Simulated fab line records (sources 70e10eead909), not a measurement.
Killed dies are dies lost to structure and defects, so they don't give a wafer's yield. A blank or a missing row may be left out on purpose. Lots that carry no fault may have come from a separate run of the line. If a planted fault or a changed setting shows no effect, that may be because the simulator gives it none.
fab line records	flow nand-harc	part 1 of 2: steps 1 to 18 of 24
record: lots: 5	wafers: 15	last-day: 24
route steps=1159 shown A_STAIRCASE@531
lots that met no fault: taken from a fault-free run of the same line
start-h: start of the lot's first displayed wafer, in hours after the record's first day	wait-h: hours since the lot's step before	" as in the row above	L1.1+2: several wafers, shown together as one row	- no value present, or no start provided	* or withheld: withheld	< > ~ a bound
route shown NAME@n: names a module that has steps shown in the file, with the first one's number in the route	usual: the fault-free wafers' mean and standard deviation	same: alike in all rows	chamber/n: place in a boat	sites: the reading at each site	_std_site: standard deviation of those values	_edge_site: the outer-site mean with the inner-site mean subtracted	radius-mm: how far each site lies from the wafer's centre	mask NAME#n: copy n	behind: the last tool/chamber to shape the wafer	hold: why the lot went on hold/how many hours it stayed there/how the hold came to an end	device: the n, p or np transistor that did not switch	end of line: the tests these same wafers got at the end of their route	a step with no rows: only its recipe	killed: the dies lost at the first sort to structure and to defects; this is not the yield of the wafer	map: shows each die of a wafer: x if killed, . if not, _ if none is there
set.NAME: the run value of the setting; set.NAME@STEP: its run value at that earlier step	model.NAME: the simulator's own value behind a step, which no gauge read
certain route steps with their lots: each step a table, each wafer a row
services: from which hour (start-h, from the record's first day; less than 0 if before it) a tool's chamber was out of use, for how many hours, and why
== steps ==
step: NHARC_A_STAIRCASE_ETCH_169
recipe: target-depth-a: 500	time-s: 107.1	ion-energy-ev: 120	ch3f-flow-sccm: 50	o2-flow-sccm: 30	ar-flow-sccm: 200	rf-w: 500	bias-w: 100	chemistry: CH3F/O2
usual: ch3f-flow-sccm: 49.99/0.15	drypump-motor-current-A: 5.8/0.43	mfc-ar-sccm: 200.0/0.56	oes-product-au: 0.953/0.02	rf-vpp-V: 244.9/1.7	showerhead-plenum-p-Torr: 2.49/0.1	throttle-valve-pct: 20.662/0.0087
same: time-s: 107.1
lot.wafer	tool	chamber	start-h	wait-h	ch3f-flow-sccm	drypump-motor-current-A	mfc-ar-sccm	oes-product-au	rf-hours-counter-h	rf-vpp-V	showerhead-plenum-p-Torr	throttle-valve-pct
L076.3	rie-diel-07	1	249.11	0.1	50.00	6.1	200.1	0.978	5	242.1	2.32	20.682
L076.1	"	2	"	"	50.25	4.8	199.8	0.975	5	244.1	2.46	20.650
L076.2	"	3	"	"	49.94	5.6	199.0	0.956	4	247.9	2.66	20.664
L075.1	rie-diel-05	3	251.45	0.1	50.25	5.0	200.1	0.955	31	247.1	2.56	20.660
L075.5	"	1	"	"	50.15	6.1	200.4	0.961	-	244.6	2.48	20.664
L075.6	"	2	"	"	49.84	6.3	200.6	0.931	-	246.9	2.65	20.672
L082.1	rie-diel-04	0	276.43	0.1	49.98	6.3	199.2	0.932	60	246.0	2.55	20.677
L082.2	"	2	"	"	50.02	5.9	200.0	0.933	64	244.7	2.45	20.662
L082.4	"	2	"	"	50.02	6.0	199.0	0.941	-	245.3	2.45	20.649
L092.3	rie-diel-04	0	339.61	0.1	49.91	6.3	200.7	0.967	14	245.9	2.54	20.666
L092.4	"	1	"	"	50.14	5.9	199.8	0.959	14	241.6	2.30	20.676
L092.6	"	0	"	"	50.04	6.3	199.8	0.961	-	246.1	2.54	20.670
L097.4	rie-diel-04	3	364.49	0.1	50.08	5.9	200.7	0.967	28	244.1	2.49	20.651
L097.2	"	0	"	"	50.02	6.4	201.0	0.966	26	245.0	2.53	20.662
L097.1	"	1	"	"	49.97	5.9	199.6	0.995	25	242.9	2.30	20.662
step: NHARC_A_STAIRCASE_ETCH_170
recipe: target-depth-a: 2000	time-s: 66.667	ion-energy-ev: 250	c4f6-flow-sccm: 25	o2-flow-sccm: 20	ar-flow-sccm: 500	rf-w: 600	bias-w: 500	chemistry: C4F6/O2
usual: drypump-motor-current-A: 5.8/0.42	mfc-ar-sccm: 500.0/1.5	oes-product-au: 0.974/0.016	rf-vpp-V: 548/3.1	showerhead-plenum-p-Torr: 3.98/0.15	throttle-valve-pct: 26.903/0.0088
same: time-s: 66.667
lot.wafer	tool	chamber	start-h	wait-h	drypump-motor-current-A	mfc-ar-sccm	oes-product-au	rf-hours-counter-h	rf-vpp-V	showerhead-plenum-p-Torr	throttle-valve-pct
L076.3	rie-diel-07	0	-	-	5.3	501.8	0.982	4	546	3.86	26.903
L076.1	"	1	"	"	6.0	501.0	0.985	5	542	3.71	26.898
L076.2	"	2	"	"	4.9	498.4	0.990	5	547	3.93	26.908
L075.1	rie-diel-05	3	-	-	5.0	498.9	0.978	31	549	4.07	26.898
L075.5	"	0	"	"	5.3	497.7	0.994	-	551	4.17	26.911
L075.6	"	1	"	"	6.0	501.2	0.980	-	547	3.95	26.897
L082.1	rie-diel-04	3	-	-	5.8	503.4	0.978	48	549	3.99	26.922
L082.2	"	2	"	"	6.0	498.7	0.962	64	548	3.91	26.899
L082.4	"	2	"	"	5.9	499.4	0.971	-	546	3.91	26.895
L092.4	rie-diel-04	3	-	-	5.9	500.8	0.973	15	546	3.98	26.920
L092.3	"	1	"	"	5.9	500.6	0.996	14	542	3.69	26.911
L092.6	"	3	"	"	5.9	496.7	0.984	-	549	3.98	26.904
L097.2	rie-diel-04	2	-	-	5.9	498.8	0.976	26	545	3.89	26.910
L097.1	"	3	"	"	5.9	499.1	0.962	28	548	3.97	26.904
L097.4	"	1	"	"	5.9	497.6	0.993	25	543	3.69	26.905
step: NHARC_A_STAIRCASE_STRIP_171
recipe: power-w: 1500	temp-c: 250	chemistry: O2
usual: drypump-motor-current-A: 5.57/0.18	heater-power-w: 335/10
lot.wafer	tool	chamber	start-h	wait-h	drypump-motor-current-A	heater-power-w	rf-hours-counter-h
L076.2	plasma-asher-02	1	249.41	-	5.73	346	18
L076.1	"	0	"	"	5.41	339	18
L076.3	"	1	"	"	5.74	346	-
L075.1	plasma-asher-02	1	251.80	-	5.75	351	19
L075.6	"	1	"	"	5.74	345	-
L075.5	"	0	"	"	5.43	343	-
L082.2	plasma-asher-02	1	277.06	-	5.75	337	28
L082.1	"	0	"	"	5.41	345	28
L082.4	"	1	"	"	5.74	346	-
L092.3	plasma-asher-02	0	339.94	-	5.42	341	-
L092.4	"	1	"	"	5.74	348	-
L092.6	"	1	"	"	5.72	337	-
L097.1	plasma-asher-01	1	365.58	-	5.75	316	30
L097.2	"	0	"	"	5.38	340	30
L097.4	"	0	"	"	5.39	334	-
step: NHARC_A_STAIRCASE_STRIP_172
recipe: time-s: 900	temp-c: 130	chemistry: SPM
usual: bath-heat-duty-pct: 15.4/1.5
same: time-s: 900
lot.wafer	tool	chamber	start-h	wait-h	bath-heat-duty-pct
L076.1	wet-bench-05	2	249.78	0.3	15.0
L076.2	"	3	"	"	17.8
L076.3	"	4	"	"	14.9
L075.5	wet-bench-05	0	252.14	0.1	13.6
L075.6	"	3	"	"	17.9
L075.1	"	4	"	"	13.9
L082.2	wet-bench-04	0	277.41	0.3	19.1
L082.1	"	2	"	"	14.0
L082.4	"	4	"	"	14.4
L092.4	wet-bench-09	1	340.19	0.2	14.2
L092.6	"	4	"	"	16.6
L092.3	"	6	"	"	15.2
L097.2	wet-bench-04	1	365.94	0.3	14.0
L097.4	"	2	"	"	13.0
L097.1	"	3	"	"	16.0
step: NHARC_A_STAIRCASE_PRECLEAN_173
recipe: time-s: *	temp-c: 50	bath-age-min: 0	chemistry: SC1
usual: bath-heat-duty-pct: 7.4/0.83	diw-flow-mL-min: 1414/4.6
same: bath-age-min: 0	time-s: *
lot.wafer	tool	chamber	start-h	wait-h	bath-heat-duty-pct	diw-flow-mL-min
L076.1	wet-bench-05	2	-	-	5.3	1411
L076.2	"	3	"	"	8.6	1416
L076.3	"	4	"	"	6.5	1415
L075.5	wet-bench-05	0	-	-	7.4	1414
L075.6	"	3	"	"	9.5	1417
L075.1	"	4	"	"	7.2	1418
L082.2	wet-bench-04	0	-	-	8.3	1418
L082.1	"	2	"	"	7.1	1416
L082.4	"	4	"	"	7.0	1403
L092.4	wet-bench-09	1	-	-	6.6	1411
L092.6	"	4	"	"	8.0	1416
L092.3	"	6	"	"	7.6	1413
L097.2	wet-bench-04	1	-	-	6.6	1418
L097.4	"	2	"	"	6.0	1413
L097.1	"	3	"	"	7.7	1408
step: NHARC_A_STAIRCASE_SRD_174
lot.wafer	tool	chamber	start-h	wait-h
L076.1+2+3	wet-bench-05	2,3,4	-	-
L075.5+6+1	wet-bench-05	0,3,4	-	-
L082.2+1+4	wet-bench-04	0,2,4	-	-
L092.4+6+3	wet-bench-09	1,4,6	-	-
L097.2+4+1	wet-bench-04	1,2,3	-	-
step: NHARC_A_STAIRCASE_DEHYDRATE_01
recipe: temp-c: 150	time-s: 120
usual: chill-plate-temp-C: 23.04/0.095	exhaust-pa: 45.1/0.78
same: time-s: 120
lot.wafer	tool	chamber	start-h	wait-h	chill-plate-temp-C	exhaust-pa
L076.1	litho-track-03	0	250.21	-	22.97	44.4
L076.2	"	0	"	"	22.96	44.7
L076.3	"	0	"	"	22.95	44.8
L075.1	litho-track-02	0	252.60	-	23.06	43.7
L075.5	"	0	"	"	22.95	44.5
L075.6	"	0	"	"	22.97	43.4
L082.1	litho-track-07	0	277.86	-	23.01	46.4
L082.2	"	0	"	"	22.94	44.6
L082.4	"	0	"	"	22.94	45.1
L092.3	litho-track-07	0	340.65	-	23.08	44.8
L092.4	"	0	"	"	23.20	44.5
L092.6	"	0	"	"	23.08	44.9
L097.1	litho-track-02	0	366.40	-	22.96	44.8
L097.2	"	0	"	"	22.90	44.4
L097.4	"	0	"	"	22.91	44.9
step: NHARC_A_STAIRCASE_HMDS_02
recipe: time-s: 30
usual: chill-plate-temp-C: 23.01/0.1	exhaust-pa: 45.0/1
same: time-s: 30
lot.wafer	tool	chamber	start-h	wait-h	chill-plate-temp-C	exhaust-pa
L076.1	litho-track-03	0	-	-	22.94	45.6
L076.2	"	0	"	"	23.04	46.3
L076.3	"	0	"	"	22.91	46.7
L075.1	litho-track-02	0	-	-	23.12	45.3
L075.5	"	0	"	"	23.21	46.3
L075.6	"	0	"	"	23.09	47.4
L082.1	litho-track-07	0	-	-	23.12	46.3
L082.2	"	0	"	"	23.09	45.3
L082.4	"	0	"	"	23.21	46.3
L092.3	litho-track-07	0	-	-	23.09	44.7
L092.4	"	0	"	"	23.12	45.0
L092.6	"	0	"	"	23.10	43.9
L097.1	litho-track-02	0	-	-	22.86	45.1
L097.2	"	0	"	"	22.83	46.3
L097.4	"	0	"	"	22.86	45.4
step: NHARC_A_STAIRCASE_COAT_03
recipe: spin-rpm: 1200
usual: chill-plate-temp-C: 22.98/0.11	exhaust-pa: 45.0/0.84
lot.wafer	tool	chamber	start-h	wait-h	chill-plate-temp-C	exhaust-pa
L076.1	litho-track-03	0	-	-	22.96	44.9
L076.2	"	0	"	"	22.98	45.2
L076.3	"	0	"	"	22.98	45.7
L075.1	litho-track-02	0	-	-	23.13	44.7
L075.5	"	0	"	"	23.09	44.0
L075.6	"	0	"	"	23.06	44.5
L082.1	litho-track-07	0	-	-	22.85	43.0
L082.2	"	0	"	"	23.26	44.9
L082.4	"	0	"	"	22.97	44.9
L092.3	litho-track-07	0	-	-	22.90	46.4
L092.4	"	0	"	"	22.80	45.7
L092.6	"	0	"	"	22.90	46.0
L097.1	litho-track-02	0	-	-	23.02	45.7
L097.2	"	0	"	"	23.12	45.6
L097.4	"	0	"	"	23.08	44.7
step: NHARC_A_STAIRCASE_SOFTBAKE_04
recipe: temp-c: 135	time-s: 170
usual: chill-plate-temp-C: 22.98/0.13	exhaust-pa: 45.0/0.85
same: time-s: 170
lot.wafer	tool	chamber	start-h	wait-h	chill-plate-temp-C	exhaust-pa
L076.1	litho-track-03	0	-	-	22.88	45.7
L076.2	"	0	"	"	22.92	43.1
L076.3	"	0	"	"	22.92	45.5
L075.1	litho-track-02	0	-	-	23.13	45.3
L075.5	"	0	"	"	22.86	45.8
L075.6	"	0	"	"	23.03	45.9
L082.1	litho-track-07	0	-	-	22.92	44.8
L082.2	"	0	"	"	22.87	45.3
L082.4	"	0	"	"	22.87	43.5
L092.3	litho-track-07	0	-	-	23.16	44.2
L092.4	"	0	"	"	23.08	44.8
L092.6	"	0	"	"	22.95	44.2
L097.1	litho-track-02	0	-	-	23.10	44.4
L097.2	"	0	"	"	23.15	43.7
L097.4	"	0	"	"	23.13	45.8
step: NHARC_A_STAIRCASE_EBR_05
usual: chill-plate-temp-C: 23.00/0.1	exhaust-pa: 45.2/0.84
lot.wafer	tool	chamber	start-h	wait-h	chill-plate-temp-C	exhaust-pa
L076.1	litho-track-03	0	-	-	22.84	45.9
L076.2	"	0	"	"	22.84	44.5
L076.3	"	0	"	"	22.77	45.5
L075.1	litho-track-02	0	-	-	22.93	45.3
L075.5	"	0	"	"	23.06	44.5
L075.6	"	0	"	"	23.04	45.3
L082.1	litho-track-07	0	-	-	23.07	43.8
L082.2	"	0	"	"	23.04	45.8
L082.4	"	0	"	"	23.01	44.2
L092.3	litho-track-07	0	-	-	22.99	45.5
L092.4	"	0	"	"	22.98	46.7
L092.6	"	0	"	"	22.92	46.0
L097.1	litho-track-02	0	-	-	23.06	45.3
L097.2	"	0	"	"	23.14	45.7
L097.4	"	0	"	"	23.17	44.9
step: NHARC_A_STAIRCASE_EXPOSE_06
recipe: na: 0.5	dose-mj: 25.43	mask-id: STAIR
usual: exposure-dose-mJ-cm2: 25.432/0.026
lot.wafer	tool	chamber	start-h	wait-h	mask	exposure-dose-mJ-cm2
L076.1	krf-scanner-03	0	250.55	-	STAIR#0	25.448
L076.2	"	0	"	"	STAIR#0	25.440
L076.3	"	0	"	"	STAIR#0	25.444
L075.1	krf-scanner-04	0	252.80	-	STAIR#0	25.474
L075.5	"	0	"	"	STAIR#0	25.456
L075.6	"	0	"	"	STAIR#0	25.473
L082.1	krf-scanner-04	0	278.19	-	STAIR#0	25.430
L082.2	"	0	"	"	STAIR#0	25.439
L082.4	"	0	"	"	STAIR#0	25.427
L092.3	krf-scanner-02	0	341.00	-	STAIR#0	25.434
L092.4	"	0	"	"	STAIR#0	25.443
L092.6	"	0	"	"	STAIR#0	25.453
L097.1	krf-scanner-02	0	366.73	-	STAIR#0	25.392
L097.2	"	0	"	"	STAIR#0	25.425
L097.4	"	0	"	"	STAIR#0	25.462
step: NHARC_A_STAIRCASE_PEB_07
recipe: peb-temp-c: 115	peb-time-s: 130
usual: chill-plate-temp-C: 23.00/0.1	exhaust-pa: 45.0/0.92
lot.wafer	tool	chamber	start-h	wait-h	chill-plate-temp-C	exhaust-pa
L076.1	litho-track-03	0	250.61	0.1	22.97	43.3
L076.2	"	0	"	"	22.98	44.6
L076.3	"	0	"	"	23.02	43.4
L075.1	litho-track-07	0	252.87	0.1	23.08	44.7
L075.5	"	0	"	"	22.91	44.4
L075.6	"	0	"	"	23.01	44.6
L082.1	litho-track-02	0	278.26	0.1	22.97	45.3
L082.2	"	0	"	"	23.10	45.2
L082.4	"	0	"	"	23.09	44.6
L092.3	litho-track-03	0	341.06	0.1	22.96	44.3
L092.4	"	0	"	"	22.95	44.4
L092.6	"	0	"	"	23.00	44.1
L097.1	litho-track-03	0	366.80	0.1	23.19	45.0
L097.2	"	0	"	"	23.13	45.1
L097.4	"	0	"	"	23.15	45.9
step: NHARC_A_STAIRCASE_DEVELOP_08
recipe: time-s: 140
usual: chill-plate-temp-C: 23.00/0.1	exhaust-pa: 45.1/0.93
same: time-s: 140
lot.wafer	tool	chamber	start-h	wait-h	chill-plate-temp-C	exhaust-pa
L076.1	litho-track-03	0	-	-	22.97	44.4
L076.2	"	0	"	"	23.13	45.9
L076.3	"	0	"	"	23.11	45.6
L075.1	litho-track-07	0	-	-	23.22	43.5
L075.5	"	0	"	"	23.04	45.7
L075.6	"	0	"	"	23.21	44.7
L082.1	litho-track-02	0	-	-	22.98	45.2
L082.2	"	0	"	"	22.80	44.7
L082.4	"	0	"	"	22.84	46.5
L092.3	litho-track-03	0	-	-	22.98	46.7
L092.4	"	0	"	"	23.03	46.2
L092.6	"	0	"	"	22.99	47.8
L097.1	litho-track-03	0	-	-	22.99	45.1
L097.2	"	0	"	"	22.85	44.0
L097.4	"	0	"	"	22.94	45.4
step: NHARC_A_STAIRCASE_HARDBAKE_10
recipe: temp-c: 120	time-s: 140
usual: chill-plate-temp-C: 23.01/0.1	exhaust-pa: 44.9/0.9
same: time-s: 140
lot.wafer	tool	chamber	start-h	wait-h	chill-plate-temp-C	exhaust-pa
L076.1	litho-track-07	0	250.83	-	23.06	43.9
L076.2	"	0	"	"	22.98	45.0
L076.3	"	0	"	"	22.97	45.6
L075.1	litho-track-02	0	253.09	-	22.90	42.7
L075.5	"	0	"	"	22.89	44.0
L075.6	"	0	"	"	22.82	44.1
L082.1	litho-track-07	0	278.48	-	23.08	45.8
L082.2	"	0	"	"	23.01	45.7
L082.4	"	0	"	"	22.96	46.7
L092.3	litho-track-03	0	341.28	-	23.25	45.5
L092.4	"	0	"	"	23.07	44.9
L092.6	"	0	"	"	23.13	46.6
L097.1	litho-track-03	0	367.01	-	22.96	43.8
L097.2	"	0	"	"	23.06	44.2
L097.4	"	0	"	"	23.06	44.3
step: NHARC_A_STAIRCASE_DESCUM_11
recipe: time-s: 3	o2-flow-sccm: 200	ar-flow-sccm: 0	bias-power-w: 0	chemistry: O2
usual: drypump-motor-current-A: 5.7/0.47	mfc-ar-sccm: 0.0009/0.0019	oes-product-au: 1.002/0.0075	rf-vpp-V: 57.9/0.82	showerhead-plenum-p-Torr: 1.94/0.086	throttle-valve-pct: 11.312/0.01
same: time-s: 3
lot.wafer	tool	chamber	start-h	wait-h	drypump-motor-current-A	mfc-ar-sccm	oes-product-au	rf-hours-counter-h	rf-vpp-V	showerhead-plenum-p-Torr	throttle-valve-pct
L076.1	rie-diel-07	1	250.94	-	6.1	0	1.003	5	58.0	1.80	11.305
L076.2	"	3	"	"	5.7	0	0.995	4	57.6	2.07	11.334
L076.3	"	0	"	"	5.3	0	1.003	4	57.8	1.88	11.317
L075.1	rie-diel-07	3	253.20	-	5.7	0	1.006	5	57.8	2.08	11.315
L075.6	"	0	"	"	5.3	0	1.002	-	58.3	1.88	11.294
L075.5	"	1	"	"	6.1	0	1.004	-	58.9	1.80	11.315
L082.1	rie-diel-04	0	278.58	-	6.3	0	0.987	60	58.5	1.98	11.311
L082.2	"	2	"	"	5.9	0	0.995	64	59.0	1.91	11.302
L082.4	"	2	"	"	5.9	0	0.993	-	57.9	1.91	11.334
L092.4	rie-diel-07	0	341.51	-	5.3	0	0.989	36	58.5	1.87	11.312
L092.3	"	1	"	"	6.0	0	1.001	32	56.9	1.79	11.315
L092.6	"	1	"	"	6.0	0	0.985	-	57.8	1.79	11.317
L097.2	rie-diel-05	2	367.12	-	6.3	0.0018	0.997	5	58.2	2.05	11.310
L097.1	"	3	"	"	5.0	0.0009	1.003	5	57.8	1.98	11.312
L097.4	"	0	"	"	5.3	0	1.003	7	58.5	2.03	11.303
step: NHARC_A_STAIRCASE_TRIM_12
recipe: time-s: 211.2	o2-flow-sccm: 500	ar-flow-sccm: 0	bias-w: 0	chemistry: O2
usual: drypump-motor-current-A: 5.7/0.48	mfc-ar-sccm: 0.0008/0.0018	oes-product-au: 1.003/0.0081	rf-vpp-V: 57.9/0.94	showerhead-plenum-p-Torr: 3.59/0.14	throttle-valve-pct: 17.036/0.0093
same: time-s: 211.2
lot.wafer	tool	chamber	start-h	wait-h	drypump-motor-current-A	mfc-ar-sccm	oes-product-au	rf-hours-counter-h	rf-vpp-V	showerhead-plenum-p-Torr	throttle-valve-pct
L076.3	rie-diel-07	1	251.04	0.1	6.1	0	1.002	5	56.1	3.33	17.051
L076.2	"	3	"	"	5.7	0	0.994	4	58.8	3.81	17.034
L076.1	"	0	"	"	5.3	0	1.002	4	55.9	3.47	17.039
L075.1	rie-diel-07	3	253.44	0.2	5.7	0	0.996	5	57.9	3.80	17.036
L075.6	"	0	"	"	5.3	0	0.990	-	57.3	3.47	17.055
L075.5	"	1	"	"	6.0	0	1.000	-	57.4	3.33	17.038
L082.1	rie-diel-04	2	278.69	0.1	6.0	0	0.991	64	57.8	3.52	17.030
L082.2	"	3	"	"	5.9	0	1.002	48	59.3	3.59	17.040
L082.4	"	0	"	"	6.3	0	1.001	-	59.5	3.65	17.027
L092.4	rie-diel-07	2	341.61	0.1	4.9	0	0.996	42	58.7	3.51	17.038
L092.3	"	0	"	"	5.3	0	1.002	36	58.9	3.45	17.041
L092.6	"	2	"	"	4.9	0	1.002	-	57.5	3.51	17.030
L097.2	rie-diel-05	1	367.19	0.1	6.1	0.0061	1.009	6	58.8	3.53	17.036
L097.1	"	3	"	"	5.0	0.0009	0.999	5	57.4	3.64	17.046
L097.4	"	0	"	"	5.3	0	0.997	7	57.0	3.73	17.025
step: NHARC_A_STAIRCASE_ETCH_13
recipe: target-depth-a: 1000	time-s: 40.5	ion-energy-ev: 400	c4f8-flow-sccm: 20	o2-flow-sccm: 10	ar-flow-sccm: withheld	rf-w: 600	bias-w: 1000	chemistry: C4F8/O2
usual: oes-product-au: 0.938/0.014	rf-vpp-V: 898/5.4
same: time-s: 40.5
lot.wafer	tool	chamber	start-h	wait-h	oes-product-au	rf-hours-counter-h	rf-vpp-V
L076.2	rie-diel-07	2	-	-	0.911	5	896
L076.1	"	3	"	"	0.940	4	905
L076.3	"	1	"	"	0.921	5	888
L075.1	rie-diel-07	3	-	-	0.946	5	905
L075.5	"	1	"	"	0.948	-	889
L075.6	"	2	"	"	0.941	-	896
L082.2	rie-diel-04	2	-	-	0.920	64	896
L082.1	"	3	"	"	0.940	48	899
L082.4	"	2	"	"	0.924	-	895
L092.4	rie-diel-07	1	-	-	0.934	32	889
L092.3	"	3	"	"	0.938	36	906
L092.6	"	1	"	"	0.922	-	889
L097.1	rie-diel-05	0	-	-	0.942	7	903
L097.2	"	1	"	"	0.945	6	897
L097.4	"	2	"	"	0.948	5	904
